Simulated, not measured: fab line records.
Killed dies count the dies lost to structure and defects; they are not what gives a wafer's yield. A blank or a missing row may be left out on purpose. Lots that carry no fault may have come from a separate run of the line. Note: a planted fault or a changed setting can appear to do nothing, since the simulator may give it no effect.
fab line records | flow nandHarc
record: lots: 12 | wafers: 36 | lastDay: 24
route steps=1159 shown P_ZERO_WELL@59 P_STI@73 END@1159
lots that met no fault: taken from a fault-free run of the same line
startH: hours from the record's first day to the start of the lot's first wafer shown | waitH: how many hours have passed since the lot's step before this one | " same as the row above | L1.1+2: a row that stands for several wafers | - no value, or no start was given | * or withheld: withheld | < > ~ a bound
route shown NAME@n: names a module that has steps shown in the file, with the first one's number in the route | usual: average and standard deviation across the fault-free wafers | same: alike in all rows | chamber/n: place in a boat | sites: readings site by site | _std_site: their standard deviation | _edge_site: outer sites' mean less inner sites' | radiusMm: how far each site lies from the wafer's centre | mask NAME#n: copy n | behind: the tool/chamber that last shaped the wafer | hold: the reason the lot was held/the length of the hold in hours/how it ended | device: transistor that didn't switch, given as n, p or np | end of line: the same wafers' tests at the end of the route | for a step that has no rows: nothing shown but its recipe | killed: not the wafer's yield, but the dies lost to structure and defects at the first sort | map: a wafer's dies, x killed, . not, _ none there
set.NAME: setting as actually run; set.NAME@STEP: the setting as run at that earlier step | model.NAME: the simulator's own value behind a step, which no gauge read
the route's steps for a sample of lots (tables are steps, rows are wafers)
services: when a tool's chamber went out of use (startH, in hours from the record's first day, below 0 if earlier), for how many hours, and the reason
== steps ==
step: NHARC_P_ZERO_WELL_CD_MEAS_52
recipe: targetCdNm: 2000 | landingEnergyEv: 500
usual: cdNm: 2000.2/1.8
lot.wafer | tool     | chamber | startH | waitH | cdNm
L609.1    | cdSem-03 | 0       | 23.74  | -     | 1999.2
L609.2    | "        | 0       | "      | "     | 1997.6
L609.4    | "        | 0       | "      | "     | 2000.0
L610.1    | cdSem-03 | 0       | 29.49  | -     | 2001.1
L610.3    | "        | 0       | "      | "     | 1998.0
L610.5    | "        | 0       | "      | "     | 1999.7
L611.3    | cdSem-03 | 0       | 35.67  | -     | 1999.4
L611.5    | "        | 0       | "      | "     | 2002.5
L611.6    | "        | 0       | "      | "     | 2002.4
L612.2    | cdSem-03 | 0       | 41.96  | -     | 2001.4
L612.4    | "        | 0       | "      | "     | 2002.3
L612.5    | "        | 0       | "      | "     | 2001.1
L613.3    | cdSem-01 | 0       | 47.68  | -     | 1997.5
L613.5    | "        | 0       | "      | "     | 2000.3
L613.6    | "        | 0       | "      | "     | 1999.6
L615.2    | cdSem-03 | 0       | 59.63  | -     | 1997.6
L615.3    | "        | 0       | "      | "     | 1997.3
L615.5    | "        | 0       | "      | "     | 1999.5
L616.1    | cdSem-03 | 0       | 65.54  | -     | 2001.3
L616.4    | "        | 0       | "      | "     | 2002.7
L616.5    | "        | 0       | "      | "     | 1998.9
L617.2    | cdSem-01 | 0       | 77.66  | -     | 2000.7
L617.4    | "        | 0       | "      | "     | 2003.1
L617.6    | "        | 0       | "      | "     | 1999.4
L620.2    | cdSem-03 | 0       | 89.82  | -     | 1999.4
L620.4    | "        | 0       | "      | "     | 1998.7
L620.6    | "        | 0       | "      | "     | 2002.0
L625.1    | cdSem-02 | 0       | 119.60 | -     | 1998.2
L625.2    | "        | 0       | "      | "     | 1998.0
L625.3    | "        | 0       | "      | "     | 1999.8
L630.3    | cdSem-01 | 0       | 149.79 | -     | 2003.2
L630.5    | "        | 0       | "      | "     | 2000.9
L630.6    | "        | 0       | "      | "     | 2001.8
L631.1    | cdSem-02 | 0       | 155.76 | -     | 1999.8
L631.2    | "        | 0       | "      | "     | 1999.5
L631.4    | "        | 0       | "      | "     | 1997.7
step: NHARC_P_ZERO_WELL_DESCUM_54
recipe: timeS: 3 | o2FlowSccm: 200 | arFlowSccm: 0 | biasPowerW: 0 | chemistry: O2
usual: drypumpMotorCurrentA: 5.6/0.39 | oesProductAu: 1.001/0.01 | rfVppV: 57.6/0.84 | showerheadPlenumPTorr: 1.89/0.064 | throttleValvePct: 11.310/0.0081
lot.wafer | tool       | chamber | startH | waitH | drypumpMotorCurrentA | oesProductAu | rfHoursCounterH | rfVppV | showerheadPlenumPTorr | throttleValvePct
L609.2    | rieDiel-05 | 3       | 23.90  | -     | 5.9                  | 0.997        | 2               | 58.2   | 1.85                  | 11.315
L609.1    | "          | 0       | "      | "     | 5.4                  | 0.973        | 2               | 57.2   | 1.94                  | 11.326
L609.4    | "          | 1       | "      | "     | 5.0                  | 1.009        | 3               | 56.3   | 1.80                  | 11.307
L610.1    | rieDiel-05 | 2       | 29.67  | -     | 5.8                  | 0.999        | 3               | 56.4   | 1.87                  | 11.311
L610.3    | "          | 0       | "      | "     | 5.4                  | 0.985        | 3               | 57.0   | 1.94                  | 11.308
L610.5    | "          | 1       | "      | "     | 5.0                  | 1.009        | -               | 57.4   | 1.80                  | 11.308
L611.3    | rieDiel-07 | 2       | 35.83  | -     | 5.1                  | 1.011        | 8               | 58.0   | 1.85                  | 11.331
L611.6    | "          | 2       | "      | "     | 5.2                  | 1.007        | -               | 57.2   | 1.85                  | 11.322
L611.5    | "          | 3       | "      | "     | 5.1                  | 0.985        | -               | 56.8   | 1.94                  | 11.320
L612.2    | rieDiel-05 | 2       | 42.12  | -     | 5.8                  | 0.990        | 4               | 57.0   | 1.87                  | 11.307
L612.4    | "          | 1       | "      | "     | 5.1                  | 1.000        | 4               | 57.0   | 1.80                  | 11.297
L612.5    | "          | 3       | "      | "     | 5.9                  | 0.992        | -               | 57.1   | 1.85                  | 11.304
L613.3    | rieDiel-07 | 0       | 47.87  | -     | 6.0                  | 0.997        | 10              | 56.1   | 1.88                  | 11.307
L613.6    | "          | 1       | "      | "     | 6.0                  | 1.011        | -               | 57.0   | 1.82                  | 11.307
L613.5    | "          | 2       | "      | "     | 5.2                  | 1.011        | -               | 58.0   | 1.85                  | 11.299
L615.3    | rieDiel-03 | 2       | 59.78  | -     | 6.0                  | 0.991        | 1               | 56.7   | 1.84                  | 11.305
L615.2    | "          | 0       | "      | "     | 5.9                  | 0.994        | 1               | 59.1   | 1.90                  | 11.306
L615.5    | "          | 2       | "      | "     | 6.0                  | 0.995        | -               | 58.2   | 1.84                  | 11.316
L616.1    | rieDiel-07 | 1       | 65.71  | -     | 6.0                  | 1.016        | 0               | 57.9   | 1.82                  | 11.300
L616.4    | "          | 3       | "      | "     | 5.0                  | 0.998        | 0               | 58.5   | 1.94                  | 11.303
L616.5    | "          | 1       | "      | "     | 6.0                  | 1.016        | -               | 57.5   | 1.82                  | 11.304
L617.2    | rieDiel-07 | 3       | 77.82  | -     | 5.1                  | 1.004        | 1               | 58.3   | 1.94                  | 11.313
L617.4    | "          | 2       | "      | "     | 5.2                  | 1.006        | 2               | 58.0   | 1.85                  | 11.312
L617.6    | "          | 3       | "      | "     | 5.1                  | 1.007        | -               | 58.0   | 1.94                  | 11.311
L620.4    | rieDiel-03 | 2       | 89.98  | -     | 6.0                  | 1.006        | 3               | 56.1   | 1.84                  | 11.303
L620.2    | "          | 1       | "      | "     | 6.1                  | 1.012        | 2               | 57.4   | 1.98                  | 11.318
L620.6    | "          | 3       | "      | "     | 5.5                  | 1.024        | -               | 58.7   | 2.04                  | 11.318
L625.3    | rieDiel-07 | 1       | 119.76 | -     | 6.0                  | 1.011        | 5               | 57.6   | 1.82                  | 11.319
L625.2    | "          | 2       | "      | "     | 5.2                  | 0.992        | 5               | 57.4   | 1.85                  | 11.302
L625.1    | "          | 0       | "      | "     | 6.0                  | 0.986        | 4               | 57.4   | 1.88                  | 11.315
L630.3    | rieDiel-05 | 0       | 149.96 | -     | 5.4                  | 0.978        | 12              | 58.2   | 1.94                  | 11.302
L630.6    | "          | 0       | "      | "     | 5.4                  | 0.978        | -               | 56.5   | 1.94                  | 11.298
L630.5    | "          | 1       | "      | "     | 5.0                  | 1.010        | -               | 56.3   | 1.79                  | 11.316
L631.1    | rieDiel-03 | 0       | 155.92 | -     | 5.8                  | 1.007        | 6               | 57.0   | 1.90                  | 11.309
L631.4    | "          | 1       | "      | "     | 6.2                  | 0.994        | 6               | 58.5   | 1.98                  | 11.309
L631.2    | "          | 2       | "      | "     | 6.0                  | 1.002        | 6               | 57.5   | 1.84                  | 11.302
step: NHARC_P_STI_HM_DEP_30
recipe: targetThkA: 800 | tempC: 790 | pressureMtorr: 300 | timeS: 873 | material: Si3N4
usual: susceptorTempC: 790.0/0.37 | zonePowerCentrePct: 14.0/0.35 | zonePowerUpperPct: 13.4/1.1
lot.wafer | tool     | chamber | startH | waitH | susceptorTempC | zonePowerCentrePct | zonePowerUpperPct
L609.1    | lpcvd-01 | 1       | 41.34  | 3.6   | 789.6          | 14.5               | 12.6
L609.2    | "        | 1       | "      | "     | 789.6          | 14.9               | 12.5
L609.4    | "        | 1       | "      | "     | 789.6          | 14.3               | 12.7
L610.1    | lpcvd-01 | 1       | 41.34  | 3.6   | 789.7          | 14.1               | 12.8
L610.3    | "        | 1       | "      | "     | 790.0          | 14.2               | 12.9
L610.5    | "        | 1       | "      | "     | 790.0          | 14.2               | 12.9
L611.3    | lpcvd-02 | 1       | 51.75  | 3.6   | 790.0          | 13.6               | 12.7
L611.5    | "        | 1       | "      | "     | 789.8          | 13.7               | 12.6
L611.6    | "        | 1       | "      | "     | 790.2          | 13.6               | 12.6
L612.2    | lpcvd-02 | 1       | 51.75  | 3.6   | 789.6          | 13.2               | 12.6
L612.4    | "        | 1       | "      | "     | 788.6          | 13.6               | 12.7
L612.5    | "        | 1       | "      | "     | 788.9          | 13.8               | 12.6
L613.3    | lpcvd-02 | 1       | 61.99  | 3.6   | 790.1          | 13.6               | 12.8
L613.5    | "        | 1       | "      | "     | 789.6          | 13.7               | 12.7
L613.6    | "        | 1       | "      | "     | 790.1          | 13.5               | 12.7
L615.2    | lpcvd-01 | 1       | 70.15  | 3.6   | 790.0          | 14.3               | 12.7
L615.3    | "        | 1       | "      | "     | 790.7          | 14.4               | 12.8
L615.5    | "        | 1       | "      | "     | 790.3          | 14.2               | 13.0
L616.1    | lpcvd-02 | 0       | 82.63  | 3.6   | 790.6          | 13.8               | 15.6
L616.4    | "        | 0       | "      | "     | 790.1          | 13.7               | 15.5
L616.5    | "        | 0       | "      | "     | 790.3          | 13.7               | 15.9
L617.2    | lpcvd-01 | 1       | 90.73  | 3.6   | 789.9          | 14.1               | 12.8
L617.4    | "        | 1       | "      | "     | 790.0          | 14.0               | 12.7
L617.6    | "        | 1       | "      | "     | 789.8          | 14.6               | 12.8
L620.2    | lpcvd-01 | 1       | 103.02 | 3.6   | 790.0          | 14.4               | 12.8
L620.4    | "        | 1       | "      | "     | 790.5          | 14.2               | 12.9
L620.6    | "        | 1       | "      | "     | 789.8          | 14.2               | 12.8
L620.2    | lpcvd-01 | 1       | 109.33 | 3.0   | 789.7          | 14.2               | 12.8
L620.4    | "        | 1       | "      | "     | 790.0          | 14.3               | 13.1
L620.6    | "        | 1       | "      | "     | 789.9          | 14.3               | 12.8
L625.1    | lpcvd-01 | 1       | 132.61 | 3.6   | 790.0          | 14.4               | 12.8
L625.2    | "        | 1       | "      | "     | 790.4          | 14.2               | 12.8
L625.3    | "        | 1       | "      | "     | 790.0          | 14.4               | 12.8
L625.1    | lpcvd-01 | 1       | 140.42 | 4.5   | 789.9          | 14.2               | 13.0
L625.2    | "        | 1       | "      | "     | 790.0          | 14.2               | 12.6
L625.3    | "        | 1       | "      | "     | 789.7          | 14.3               | 12.8
L630.3    | lpcvd-01 | 0       | 162.84 | 3.6   | 789.7          | 14.3               | 13.0
L630.5    | "        | 0       | "      | "     | 789.9          | 14.2               | 13.1
L630.6    | "        | 0       | "      | "     | 790.2          | 14.5               | 13.0
L631.1    | lpcvd-01 | 1       | 170.28 | 3.6   | 790.1          | 14.5               | 13.0
L631.2    | "        | 1       | "      | "     | 790.3          | 14.3               | 12.9
L631.4    | "        | 1       | "      | "     | 790.1          | 14.3               | 12.9
step: NHARC_P_STI_DESCUM_14
recipe: timeS: 3 | o2FlowSccm: 200 | arFlowSccm: 0 | biasPowerW: 0 | chemistry: O2
usual: drypumpMotorCurrentA: 5.8/0.35 | oesProductAu: 1.002/0.0087 | rfVppV: 57.8/0.89 | showerheadPlenumPTorr: 1.92/0.089 | throttleValvePct: 11.312/0.0097
lot.wafer | tool       | chamber | startH | waitH | drypumpMotorCurrentA | oesProductAu | rfHoursCounterH | rfVppV | showerheadPlenumPTorr | throttleValvePct
L610.1    | rieDiel-02 | 1       | 45.60  | -     | 6.4                  | 1.006        | 1.6             | 57.6   | 1.90                  | 11.283
L610.3    | "          | 0       | "      | "     | 5.8                  | 0.999        | -               | 58.3   | 1.87                  | 11.308
L610.5    | "          | 1       | "      | "     | 6.4                  | 1.012        | -               | 57.0   | 1.90                  | 11.316
L609.1    | rieDiel-08 | 1       | 45.63  | -     | 5.6                  | 0.986        | 6.0             | 56.6   | 1.97                  | 11.312
L609.2    | "          | 3       | "      | "     | 5.8                  | 1.011        | 3.1             | 56.8   | 1.80                  | 11.304
L609.4    | "          | 0       | "      | "     | 5.5                  | 0.998        | 5.6             | 58.9   | 1.84                  | 11.313
L612.4    | rieDiel-13 | 3       | 56.04  | -     | 6.1                  | 0.992        | 4.0             | 58.6   | 1.85                  | 11.310
L612.2    | "          | 2       | "      | "     | 5.7                  | 0.991        | 5.0             | 58.2   | 2.05                  | 11.327
L612.5    | "          | 0       | "      | "     | 5.6                  | 0.997        | -               | 56.9   | 1.83                  | 11.306
L611.3    | rieDiel-08 | 2       | 56.21  | -     | 5.6                  | 0.995        | 6.5             | 56.9   | 2.06                  | 11.303
L611.5    | "          | 1       | "      | "     | 5.6                  | 0.992        | -               | 59.2   | 1.97                  | 11.310
L611.6    | "          | 2       | "      | "     | 5.6                  | 0.996        | -               | 58.1   | 2.06                  | 11.324
L613.3    | rieDiel-02 | 1       | 66.26  | -     | 6.4                  | 1.001        | 2.1             | 56.9   | 1.90                  | 11.319
L613.5    | "          | 3       | "      | "     | 5.9                  | 1.016        | -               | 58.5   | 1.93                  | 11.300
L613.6    | "          | 0       | "      | "     | 5.8                  | 1.023        | -               | 57.5   | 1.87                  | 11.316
L615.2    | rieDiel-08 | 0       | 74.53  | -     | 5.5                  | 0.985        | 7.0             | 56.6   | 1.84                  | 11.300
L615.3    | "          | 1       | "      | "     | 5.6                  | 0.992        | 7.5             | 57.5   | 1.97                  | 11.308
L615.5    | "          | 0       | "      | "     | 5.5                  | 0.989        | -               | 57.8   | 1.84                  | 11.312
L616.1    | rieDiel-08 | 3       | 86.92  | -     | 5.8                  | 1.004        | 5.3             | 58.4   | 1.80                  | 11.307
L616.4    | "          | 2       | "      | "     | 5.6                  | 0.988        | 8.0             | 58.0   | 2.06                  | 11.323
L616.5    | "          | 0       | "      | "     | 5.5                  | 0.994        | -               | 57.1   | 1.84                  | 11.295
L617.2    | rieDiel-13 | 2       | 95.09  | -     | 5.7                  | 0.996        | 6.3             | 56.9   | 2.05                  | 11.305
L617.4    | "          | 3       | "      | "     | 6.1                  | 0.987        | 4.7             | 58.3   | 1.85                  | 11.322
L617.6    | "          | 1       | "      | "     | 6.5                  | 0.997        | -               | 55.3   | 1.93                  | 11.309
L620.2    | rieDiel-02 | 2       | 113.91 | -     | 5.1                  | 1.009        | 2.9             | 58.2   | 2.04                  | 11.304
L620.6    | "          | 2       | "      | "     | 5.1                  | 1.007        | -               | 59.0   | 2.04                  | 11.309
L620.4    | "          | 3       | "      | "     | 5.9                  | 1.001        | -               | 58.0   | 1.93                  | 11.310
L625.1    | rieDiel-02 | 2       | 145.03 | -     | 5.1                  | 1.005        | 3.7             | 57.9   | 2.04                  | 11.311
L625.3    | "          | 3       | "      | "     | 6.0                  | 1.012        | 3.2             | 58.5   | 1.93                  | 11.322
L625.2    | "          | 1       | "      | "     | 6.4                  | 1.003        | 4.1             | 57.9   | 1.90                  | 11.313
L630.3    | rieDiel-08 | 0       | 167.20 | -     | 5.5                  | 1.000        | 2.4             | 58.8   | 1.84                  | 11.320
L630.6    | "          | 1       | "      | "     | 5.6                  | 1.009        | -               | 59.1   | 1.96                  | 11.303
L630.5    | "          | 2       | "      | "     | 5.6                  | 1.004        | -               | 57.7   | 2.05                  | 11.302
L631.1    | rieDiel-02 | 3       | 174.68 | -     | 6.0                  | 0.993        | 0.3             | 58.0   | 1.93                  | 11.317
L631.4    | "          | 0       | "      | "     | 5.8                  | 1.002        | 0.3             | 56.9   | 1.86                  | 11.311
L631.2    | "          | 1       | "      | "     | 6.4                  | 1.021        | 0.3             | 57.3   | 1.90                  | 11.322
step: NHARC_END_SORT_01
recipe: tempC: 25
usual: killedAtArray: 29/11 | killedAtOther: 0.7/1.1 | killedAtPeriphery: 2.9/2.2 | killedDies: 33/11 | killedOpen: 3.1/1.8 | killedShort: 1.9/1.4
same: grossDies: 677
lot.wafer | tool      | chamber | startH | waitH | killedAtArray | killedAtOther | killedAtPeriphery | killedDies | killedOpen | killedShort
L620.2    | prober-01 | 0       | 506.67 | 2.8   | 18            | 0             | 659               | 677        | 2          | 1
L620.4    | prober-01 | 0       | 508.25 | 3.4   | 19            | 0             | 658               | 677        | 5          | 1
L620.6    | prober-01 | 0       | 509.84 | 4.0   | 29            | 0             | 648               | 677        | 2          | 2
L625.1    | prober-02 | 0       | 534.15 | 2.5   | 20            | 2             | 655               | 677        | 1          | 5
L625.2    | prober-02 | 0       | 534.96 | 2.8   | 25            | 1             | 651               | 677        | 3          | 1
L625.3    | prober-02 | 0       | 535.77 | 3.1   | 15            | 1             | 661               | 677        | 2          | 4
killed by level:class
L620.2 P_STI:areaDep=657 A_CHANNEL_HOLE_D1:chamberFilmFlake=10 A_CONTACT:chamberFilmFlake=3 A_STAIRCASE:chamberFilmFlake=2 P_CONTACT:geometricParticle:short=1 P_M1:geometricParticle:open=1 A_WL_FILL:geometricParticle:open=1 A_CHANNEL_FILL_D1:chamberFilmFlake=1
L620.4 P_STI:areaDep=656 A_CHANNEL_HOLE_D1:chamberFilmFlake=11 A_CONTACT:geometricParticle:open=2 A_STAIRCASE:chamberFilmFlake=2 P_M0:geometricParticle:open=1 P_M2:geometricParticle:open=1 A_CONTACT:geometricParticle:short=1 A_M0:geometricParticle:open=1
L620.6 P_STI:areaDep=647 A_CHANNEL_HOLE_D1:chamberFilmFlake=22 A_CHANNEL_FILL_D1:chamberFilmFlake=3 P_M0:geometricParticle:open=1 A_ONON_D1:geometricParticle:short=1 A_SGD_CUT:geometricParticle:short=1 A_CONTACT:geometricParticle:open=1 A_STAIRCASE:chamberFilmFlake=1
L625.1 P_STI:areaDep=652 A_STAIRCASE:chamberFilmFlake=6 A_CHANNEL_HOLE_D1:chamberFilmFlake=5 P_STI:chamberFilmFlake=3 A_ONON_D1:geometricParticle:short=2 A_CONTACT:chamberFilmFlake=2 A_SLIT:chamberFilmFlake=2 A_ONON_D1:geometricParticle:open=1
L625.2 P_STI:areaDep=649 A_CHANNEL_HOLE_D1:chamberFilmFlake=9 A_STAIRCASE:chamberFilmFlake=4 A_SLIT:chamberFilmFlake=4 A_CONTACT:chamberFilmFlake=4 P_STI:chamberFilmFlake=2 A_SOURCE_PLATE:geometricParticle:open=1 A_ONON_D1:geometricParticle:open=1
L625.3 P_STI:areaDep=661 A_CHANNEL_HOLE_D1:chamberFilmFlake=8 A_ONON_D1:geometricParticle:short=2 A_ONON_D1:geometricParticle:open=1 A_CONTACT:geometricParticle:open=1 A_M0:geometricParticle:short=1 STARTING-WAFER:geometricParticle:short=1 A_STAIRCASE:chamberFilmFlake=1
== services ==
tool       | chamber | startH | hours | kind
rieDiel-08 | 1       | 0.12   | 5.5   | repair
rieDiel-07 | 0       | 5.70   | -     | clean
rieDiel-07 | 1       | 5.70   | -     | clean
rieDiel-07 | 2       | 5.70   | -     | clean
rieDiel-08 | -       | 8.27   | 1.2   | repair
rieDiel-08 | 3       | 13.86  | 17.2  | repair
rieDiel-13 | 0       | 18.00  | 8.1   | repair
rieDiel-03 | -       | 38.30  | 9.0   | pm
rieDiel-02 | 2       | 39.33  | 6.9   | repair
rieDiel-02 | 3       | 41.41  | 8.0   | repair
rieDiel-07 | -       | 51.20  | 9.0   | pm
rieDiel-13 | -       | 57.43  | 0.4   | repair
rieDiel-13 | 3       | 71.64  | 8.6   | repair
rieDiel-13 | 0       | 79.33  | 7.3   | repair
rieDiel-02 | 0       | 89.74  | 4.7   | repair
rieDiel-13 | -       | 99.00  | 9.0   | pm
rieDiel-02 | 0       | 105.32 | 32.9  | repair
rieDiel-02 | 3       | 121.25 | 9.8   | repair
rieDiel-08 | -       | 124.80 | 9.0   | pm
rieDiel-03 | 2       | 134.41 | 12.3  | repair
rieDiel-02 | -       | 150.70 | 9.0   | pm
rieDiel-13 | 0       | 153.78 | 4.4   | repair
rieDiel-05 | -       | 163.60 | 9.0   | pm
rieDiel-13 | 0       | 165.81 | 11.9  | repair
== key ==
firstSign: step: NHARC_P_STI_HM_DEP_30 | reading: visit | direction: added
effect: step: NHARC_END_SORT_01 | reading: killedAtPeriphery | direction: up | sigmas: 99+ | usual: 2.9 | struck: 655.3
moreKillsBornAt: NHARC_P_STI_HM_DEP_30@lpcvd-01: 3922
metAt NHARC_P_STI_HM_DEP_30
struckLots L620,L625
laterRowsLeftOut L620.2,L620.4,L620.6,L625.1,L625.2,L625.3
testerLeftOut L620,L625
notActingAt NHARC_P_ZERO_WELL_CD_MEAS_52,NHARC_P_ZERO_WELL_DESCUM_54,NHARC_P_STI_DESCUM_14
fault: kind: repeatedStepWhole | tool: lpcvd-01,lpcvd-02 | chamber: - | onsetH: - | steps: NHARC_P_STI_HM_DEP_30 | times: 1 | scope: struckLotsOnly
testerLeftOut: of these lots the tester's yield and bins aren't shown, on N5 and GAA mostly nor the transistor test; their killed dies are dies lost to structure and defects alone, not to doping, threshold or leakage, so they don't give the yield
laterRowsLeftOut: the simulator's readings of these wafers behind a module that went badly wrong aren't trusted and aren't shown, but for the sort
